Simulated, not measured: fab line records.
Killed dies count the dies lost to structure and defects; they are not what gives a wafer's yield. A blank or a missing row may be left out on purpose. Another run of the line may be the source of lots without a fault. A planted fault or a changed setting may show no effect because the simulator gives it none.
fab line records | flow nand-harc
[record] lots = 12 | wafers = 36 | last-day = 33
route steps=1302 shown A_STAIRCASE@850
lots that met no fault: taken from a fault-free run of the same line
start-h: hours from the record's first day to the start of the lot's first wafer shown | wait-h: time in hours since the lot's previous step | " as in the row above | L1.1+2: several wafers, shown together as one row | - value missing, or start not given | * or withheld: withheld | < > ~ a bound
route shown NAME@n: a module of which the file shows steps, and the number in the route of the first | usual: mean and standard deviation over wafers with no fault | same: alike in all rows | chamber/n: place in a boat | sites: readings site by site | _std_site: the standard deviation of these | _edge_site: the outer-site mean with the inner-site mean subtracted | radius-mm: for every site, how far away it sits from the centre of the wafer | mask NAME#n: copy n | behind: the most recent tool/chamber to have shaped the wafer | hold: what put the lot on hold/how long, in hours/how the hold closed | device: which transistor (n, p or np) failed to switch | end of line: tests run on the same wafers once the route is complete | a step without rows: its recipe alone | killed: the dies lost at the first sort to structure and to defects; this is not the yield of the wafer | map: per-die view of a wafer (x killed, . not killed, _ where there is no die)
set.NAME: setting as actually run; set.NAME@STEP: the setting as run at that earlier step | model.NAME: the simulator's own value behind a step, which no gauge read
route steps across a sampled set of lots; one table per step, one row per wafer
services: from which hour (start-h, from the record's first day; less than 0 if before it) a tool's chamber was out of use, for how many hours, and why
[[steps]]
[step NHARC_A_STAIRCASE_DEP_151]
[recipe] target-thk-a = 72000 | temp-c = 400 | target-thk-nm = 7200 | teos-flow-sccm = 200 | rf-w = 500 | material = SiO2
[usual] heater-power-w = 617/74
lot.wafer | tool     | chamber | start-h | wait-h | heater-power-w
L318.1    | pecvd-03 | 0       | 413.61  | 0.5    | 726
L318.3    | "        | 1       | "       | "      | 605
L318.5    | "        | 1       | "       | "      | 487
L317.3    | pecvd-01 | 2       | 413.79  | 0.7    | 538
L317.4    | "        | 0       | "       | "      | 579
L317.5    | "        | 2       | "       | "      | 544
L319.1    | pecvd-03 | 1       | 414.08  | 1.0    | 592
L319.4    | "        | 1       | "       | "      | 494
L319.5    | "        | 0       | "       | "      | 591
L321.2    | pecvd-01 | 0       | 434.91  | 0.5    | 681
L321.1    | "        | 1       | "       | "      | 742
L321.5    | "        | 2       | "       | "      | 544
L322.3    | pecvd-02 | 2       | 459.65  | 0.4    | 647
L322.1    | "        | 1       | "       | "      | 662
L322.5    | "        | 0       | "       | "      | 645
L331.2    | pecvd-01 | 1       | 556.30  | 0.5    | 760
L331.3    | "        | 2       | "       | "      | 641
L331.6    | "        | 1       | "       | "      | 640
L333.1    | pecvd-03 | 2       | 562.36  | 0.4    | 572
L333.3    | "        | 0       | "       | "      | 703
L333.2    | "        | 1       | "       | "      | 629
L332.2    | pecvd-01 | 0       | 562.49  | 0.5    | 669
L332.6    | "        | 1       | "       | "      | 618
L332.4    | "        | 2       | "       | "      | 528
L335.2    | pecvd-03 | 2       | 580.49  | 0.4    | 556
L335.1    | "        | 0       | "       | "      | 659
L335.4    | "        | 2       | "       | "      | 523
L334.3    | pecvd-01 | 0       | 580.58  | 0.5    | 679
L334.5    | "        | 0       | "       | "      | 574
L334.6    | "        | 1       | "       | "      | 629
L339.1    | pecvd-01 | 1       | 625.88  | 0.4    | 666
L339.2    | "        | 0       | "       | "      | 654
L339.5    | "        | 2       | "       | "      | 544
L340.1    | pecvd-03 | 2       | 625.97  | 0.5    | 635
L340.3    | "        | 0       | "       | "      | 631
L340.4    | "        | 0       | "       | "      | 584
[step NHARC_A_STAIRCASE_DEP_325]
[recipe] target-thk-a = 72000 | temp-c = 400 | target-thk-nm = 7200 | teos-flow-sccm = 200 | rf-w = 500 | material = SiO2
[usual] heater-power-w = 612/81
lot.wafer | tool     | chamber | start-h | wait-h | heater-power-w
L319.1    | pecvd-02 | 2       | 427.95  | 0.1    | 596
L319.5    | "        | 0       | "       | "      | 656
L319.4    | "        | 1       | "       | "      | 641
L317.3    | pecvd-03 | 0       | 427.95  | 0.1    | 745
L317.4    | "        | 0       | "       | "      | 611
L317.5    | "        | 1       | "       | "      | 488
L318.1    | pecvd-01 | 2       | 428.04  | 0.2    | 591
L318.3    | "        | 0       | "       | "      | 583
L318.5    | "        | 2       | "       | "      | 539
L321.2    | pecvd-03 | 0       | 451.28  | 0.2    | 743
L321.1    | "        | 1       | "       | "      | 581
L321.5    | "        | 0       | "       | "      | 607
L322.1    | pecvd-01 | 0       | 474.22  | 0.2    | 682
L322.3    | "        | 1       | "       | "      | 767
L322.5    | "        | 2       | "       | "      | 548
L331.2    | pecvd-01 | 1       | 572.12  | 0.3    | 707
L331.3    | "        | 2       | "       | "      | 565
L331.6    | "        | 2       | "       | "      | 537
L332.2    | pecvd-03 | 0       | 581.05  | 0.3    | 625
L332.6    | "        | 0       | "       | "      | 568
L332.4    | "        | 2       | "       | "      | 516
L333.3    | pecvd-01 | 2       | 581.06  | 0.3    | 653
L333.1    | "        | 0       | "       | "      | 692
L333.2    | "        | 1       | "       | "      | 752
L335.1    | pecvd-03 | 2       | 601.33  | 0.1    | 536
L335.2    | "        | 0       | "       | "      | 658
L335.4    | "        | 2       | "       | "      | 517
L334.3    | pecvd-01 | 2       | 601.53  | 0.3    | 599
L334.6    | "        | 1       | "       | "      | 624
L334.5    | "        | 2       | "       | "      | 536
L340.3    | pecvd-03 | 2       | 642.82  | 0.1    | 613
L340.1    | "        | 1       | "       | "      | 537
L340.4    | "        | 1       | "       | "      | 510
L339.1    | pecvd-02 | 0       | 642.84  | 0.1    | 782
L339.2    | "        | 1       | "       | "      | 756
L339.5    | "        | 2       | "       | "      | 517
[step NHARC_A_STAIRCASE_ETCH_444]
[recipe] target-depth-a = 2.04e+05 | time-s = 6800 | c4f8-flow-sccm = 20 | o2-flow-sccm = 10 | ar-flow-sccm = withheld | rf-w = 600 | bias-w = 1000 | chemistry = C4F8/O2
[usual] chamber-pressure-mTorr = 25.003/0.023 | oes-product-au = 0.926/0.015 | rf-vpp-V = 805.1/2.4
lot.wafer | tool        | chamber | start-h | wait-h | chamber-pressure-mTorr | oes-product-au | rf-hours-counter-h | rf-vpp-V
L319.1    | rie-diel-08 | 1       | 437.02  | 0.5    | 24.960                 | 0.907          | 14                 | 806.5
L319.4    | "           | 2       | "       | "      | 24.994                 | 0.917          | 13                 | 803.8
L319.5    | "           | 1       | 438.89  | 2.4    | 25.026                 | 0.915          | -                  | 806.2
L317.4    | rie-diel-07 | 2       | 437.18  | 0.5    | 24.990                 | 0.936          | 39                 | 813.2
L317.3    | "           | 0       | "       | "      | 24.967                 | 0.919          | 45                 | 804.8
L317.5    | "           | 2       | "       | "      | 25.029                 | 0.939          | -                  | 812.2
L318.1    | rie-diel-08 | 3       | 439.60  | 0.1    | 25.016                 | 0.909          | 18                 | 804.9
L318.3    | "           | 2       | 441.02  | 1.5    | 25.000                 | 0.901          | 15                 | 804.8
L318.5    | "           | 3       | "       | "      | 24.986                 | 0.924          | -                  | 804.0
L321.1    | rie-diel-11 | 1       | 460.21  | 1.1    | 24.985                 | 0.952          | 6                  | 804.8
L321.2    | "           | 2       | "       | "      | 25.008                 | 0.944          | 5                  | 802.8
L321.5    | "           | 3       | "       | "      | 24.996                 | 0.948          | -                  | 806.0
L322.3    | rie-diel-08 | 1       | 483.12  | 1.1    | 25.023                 | 0.923          | 32                 | 806.6
L322.1    | "           | 2       | "       | "      | 24.988                 | 0.921          | 29                 | 803.6
L322.5    | "           | 3       | "       | "      | 24.995                 | 0.928          | -                  | 803.1
L331.2    | rie-diel-11 | 3       | 583.81  | 0.1    | 25.000                 | 0.935          | 60                 | 805.5
L331.3    | "           | 1       | "       | "      | 24.997                 | 0.932          | 49                 | 803.3
L331.6    | "           | 0       | 586.19  | 2.4    | 24.999                 | 1.123          | -                  | 804.2
L332.4    | rie-diel-08 | 2       | 595.29  | 0.5    | 24.977                 | 0.936          | 9                  | 804.6
L332.2    | "           | 0       | "       | "      | 25.023                 | 0.954          | 9                  | 804.9
L332.6    | "           | 1       | "       | "      | 25.002                 | 0.942          | -                  | 805.9
L333.1    | rie-diel-08 | 0       | 597.65  | 2.9    | 24.963                 | 0.956          | 11                 | 804.6
L333.3    | "           | 1       | "       | "      | 24.970                 | 0.947          | 13                 | 806.0
L333.2    | "           | 3       | "       | "      | 24.968                 | 0.948          | 10                 | 802.5
L335.2    | rie-diel-07 | 1       | 611.89  | 0.7    | 25.031                 | 0.931          | 39                 | 803.9
L335.1    | "           | 2       | "       | "      | 24.988                 | 0.940          | 40                 | 812.7
L335.4    | "           | 2       | 614.47  | 3.3    | 25.010                 | 0.939          | -                  | 812.8
L334.3    | rie-diel-08 | 3       | 611.92  | 0.3    | 24.999                 | 0.918          | 14                 | 803.2
L334.5    | "           | 3       | 613.82  | 2.1    | 25.013                 | 0.918          | -                  | 803.6
L334.6    | "           | 0       | "       | "      | 24.988                 | 0.920          | -                  | 804.4
L339.2    | rie-diel-11 | 2       | 653.54  | 0.2    | 24.975                 | 0.925          | 13                 | 801.8
L339.1    | "           | 3       | "       | "      | 25.040                 | 0.936          | 13                 | 805.4
L339.5    | "           | 0       | 656.71  | 3.4    | 25.006                 | 0.934          | -                  | 805.0
L340.3    | rie-diel-08 | 0       | 654.23  | 0.1    | 24.982                 | 0.909          | 34                 | 804.0
L340.1    | "           | 2       | "       | "      | 25.007                 | 0.909          | 36                 | 804.6
L340.4    | "           | 3       | "       | "      | 25.006                 | 0.923          | 33                 | 803.0
[step NHARC_A_STAIRCASE_ETCHBACK_157]
[recipe] target-depth-a = 900 | over-etch-frac = 0.3 | time-s = 167.14 | ion-energy-ev = 120 | ch3f-flow-sccm = 50 | o2-flow-sccm = 30 | ar-flow-sccm = 200 | rf-w = 500 | bias-w = 100 | chemistry = CH3F/O2
[usual] chamber-pressure-mTorr = 24.999/0.022 | drypump-motor-current-A = 5.7/0.45 | oes-product-au = 0.96/0.034 | rf-vpp-V = 243.7/1.2 | showerhead-plenum-p-Torr = 2.42/0.064 | throttle-valve-pct = 20.663/0.0089
lot.wafer | tool        | chamber | start-h | wait-h | chamber-pressure-mTorr | drypump-motor-current-A | oes-product-au | rf-hours-counter-h | rf-vpp-V | showerhead-plenum-p-Torr | throttle-valve-pct
L319.4    | rie-diel-11 | 3       | 442.70  | 0.2    | 25.011                 | 5.1                     | 1.00           | 0                  | 243.9    | 2.45                     | 20.672
L319.1    | "           | 0       | "       | "      | 25.025                 | 5.7                     | 0.98           | 0                  | 243.8    | 2.45                     | 20.647
L319.5    | "           | 3       | "       | "      | 24.958                 | 5.1                     | 1.00           | -                  | 244.3    | 2.45                     | 20.654
L317.3    | rie-diel-08 | 2       | 442.97  | 0.3    | 25.006                 | 6.2                     | 0.91           | 16                 | 241.9    | 2.41                     | 20.665
L317.4    | "           | 3       | "       | "      | 24.987                 | 5.9                     | 0.92           | 21                 | 241.8    | 2.39                     | 20.643
L317.5    | "           | 0       | "       | "      | 24.986                 | 5.5                     | 0.91           | -                  | 244.7    | 2.43                     | 20.669
L318.1    | rie-diel-07 | 3       | 445.82  | 0.2    | 25.001                 | 5.0                     | 0.95           | 37                 | 243.8    | 2.43                     | 20.650
L318.3    | "           | 0       | "       | "      | 25.011                 | 6.3                     | 0.94           | 46                 | 243.9    | 2.39                     | 20.664
L318.5    | "           | 0       | "       | "      | 24.978                 | 6.3                     | 0.94           | -                  | 243.1    | 2.39                     | 20.670
L321.2    | rie-diel-07 | 3       | 465.35  | 0.1    | 25.027                 | 5.0                     | 0.98           | 44                 | 243.6    | 2.42                     | 20.670
L321.1    | "           | 0       | "       | "      | 24.983                 | 6.3                     | 0.98           | 53                 | 244.2    | 2.38                     | 20.643
L321.5    | "           | 0       | "       | "      | 24.982                 | 6.3                     | 0.99           | -                  | 244.1    | 2.38                     | 20.664
L322.3    | rie-diel-11 | 0       | 488.27  | 0.2    | 25.026                 | 5.8                     | 0.94           | 17                 | 244.7    | 2.44                     | 20.672
L322.1    | "           | 2       | "       | "      | 25.017                 | 5.4                     | 0.93           | 16                 | 241.9    | 2.39                     | 20.680
L322.5    | "           | 0       | "       | "      | 25.010                 | 5.7                     | 0.93           | -                  | 243.0    | 2.44                     | 20.664
L331.2    | rie-diel-07 | 0       | 589.93  | 0.1    | 24.980                 | 6.3                     | 0.92           | 37                 | 242.8    | 2.37                     | 20.677
L331.3    | "           | 3       | "       | "      | 24.953                 | 5.0                     | 0.94           | 30                 | 243.5    | 2.41                     | 20.667
L331.6    | "           | 0       | "       | "      | 25.017                 | 6.2                     | 0.92           | -                  | 242.0    | 2.37                     | 20.678
L332.4    | rie-diel-11 | 0       | 600.90  | 0.2    | 24.978                 | 5.7                     | 0.94           | 60                 | 242.8    | 2.42                     | 20.665
L332.2    | "           | 2       | "       | "      | 24.992                 | 5.3                     | 0.92           | 61                 | 242.6    | 2.38                     | 20.667
L332.6    | "           | 3       | "       | "      | 25.009                 | 5.1                     | 0.96           | -                  | 242.9    | 2.43                     | 20.676
L333.3    | rie-diel-08 | 1       | 603.77  | 0.2    | 24.991                 | 5.6                     | 0.99           | 17                 | 243.5    | 2.42                     | 20.677
L333.2    | "           | 2       | "       | "      | 24.988                 | 6.2                     | 0.98           | 15                 | 242.5    | 2.39                     | 20.659
L333.1    | "           | 3       | "       | "      | 24.990                 | 5.9                     | 0.98           | 12                 | 243.4    | 2.37                     | 20.646
L334.3    | rie-diel-08 | 0       | 618.08  | 0.2    | 24.992                 | 5.5                     | 0.99           | 19                 | 243.4    | 2.42                     | 20.639
L334.6    | "           | 1       | "       | "      | 24.998                 | 5.6                     | 1.00           | -                  | 244.4    | 2.42                     | 20.662
L334.5    | "           | 2       | "       | "      | 25.004                 | 6.2                     | 0.99           | -                  | 241.4    | 2.39                     | 20.668
L335.1    | rie-diel-07 | 1       | 618.35  | 0.1    | 25.030                 | 6.1                     | 0.98           | 42                 | 243.7    | 2.39                     | 20.662
L335.2    | "           | 2       | "       | "      | 24.952                 | 5.4                     | 0.99           | 43                 | 246.3    | 2.57                     | 20.648
L335.4    | "           | 3       | "       | "      | 24.978                 | 5.0                     | 0.95           | 33                 | 243.0    | 2.41                     | 20.668
L340.1    | rie-diel-11 | 0       | 660.37  | 0.2    | 25.036                 | 5.7                     | 1.01           | 19                 | 242.5    | 2.42                     | 20.663
L340.3    | "           | 2       | "       | "      | 24.981                 | 5.3                     | 1.00           | 17                 | 243.4    | 2.37                     | 20.663
L340.4    | "           | 0       | "       | "      | 25.007                 | 5.7                     | 1.01           | -                  | 242.7    | 2.42                     | 20.667
L339.2    | rie-diel-07 | 1       | 660.65  | 0.2    | 24.986                 | 6.1                     | 1.00           | 0                  | 244.2    | 2.38                     | 20.665
L339.1    | "           | 3       | "       | "      | 24.984                 | 5.0                     | 1.01           | 0                  | 244.1    | 2.40                     | 20.662
L339.5    | "           | 0       | "       | "      | 25.000                 | 6.2                     | 1.00           | -                  | 243.4    | 2.36                     | 20.657
[[services]]
tool        | chamber | start-h | hours | kind
pecvd-03    | -       | 404.03  | 4.1   | repair
pecvd-02    | -       | 408.63  | 13.0  | pm
pecvd-01    | 1       | 408.90  | 5.2   | repair
rie-diel-07 | 2       | 409.37  | 8.9   | repair
rie-diel-11 | -       | 432.55  | 9.0   | pm
pecvd-02    | 2       | 440.83  | 4.9   | repair
rie-diel-08 | 0       | 456.02  | 8.7   | repair
rie-diel-07 | -       | 474.08  | 9.0   | pm
pecvd-01    | -       | 493.39  | 13.0  | pm
rie-diel-08 | 3       | 508.36  | 2.5   | repair
rie-diel-08 | 2       | 527.73  | 2.6   | repair
pecvd-03    | -       | 536.67  | 0.9   | repair
rie-diel-07 | 3       | 537.09  | 21.7  | repair
pecvd-03    | -       | 539.12  | 0.2   | repair
pecvd-03    | -       | 547.41  | 13.0  | pm
rie-diel-08 | -       | 553.42  | 9.0   | pm
pecvd-02    | -       | 557.37  | 0.8   | repair
pecvd-02    | -       | 559.03  | 27.6  | repair
pecvd-01    | -       | 561.55  | 0.9   | repair
rie-diel-07 | 3       | 597.56  | 16.1  | repair
rie-diel-11 | -       | 609.66  | 9.0   | pm
pecvd-01    | -       | 627.03  | 5.3   | repair
rie-diel-07 | -       | 651.08  | 9.0   | pm
rie-diel-11 | 1       | 652.46  | 8.0   | repair
[[key]]
[first-sign] step = NHARC_A_STAIRCASE_ETCH_444 | reading = oes-product-au | direction = up | sigmas = 13 | usual = 0.926 | struck = 1.123
effect none on later readings
met-at NHARC_A_STAIRCASE_ETCH_444
struck-lots L331
struck-wafers L331.6
tester-left-out L331
not-acting-at NHARC_A_STAIRCASE_DEP_151,NHARC_A_STAIRCASE_DEP_325,NHARC_A_STAIRCASE_ETCHBACK_157
onset-between 460.21 583.81
[fault] kind = process-parameter-drift | tool = rie-diel-11 | chamber = - | onset-h = 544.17 | steps = NHARC_A_STAIRCASE_ETCH_444 | channel = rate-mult | offset = 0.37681 | shape = step | end-h = 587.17 | scope = struck-wafers-only
// tester-left-out: of these lots the tester's yield and bins aren't shown, on N5 and GAA mostly nor the transistor test; their killed dies are dies lost to structure and defects alone, not to doping, threshold or leakage, so they don't give the yield
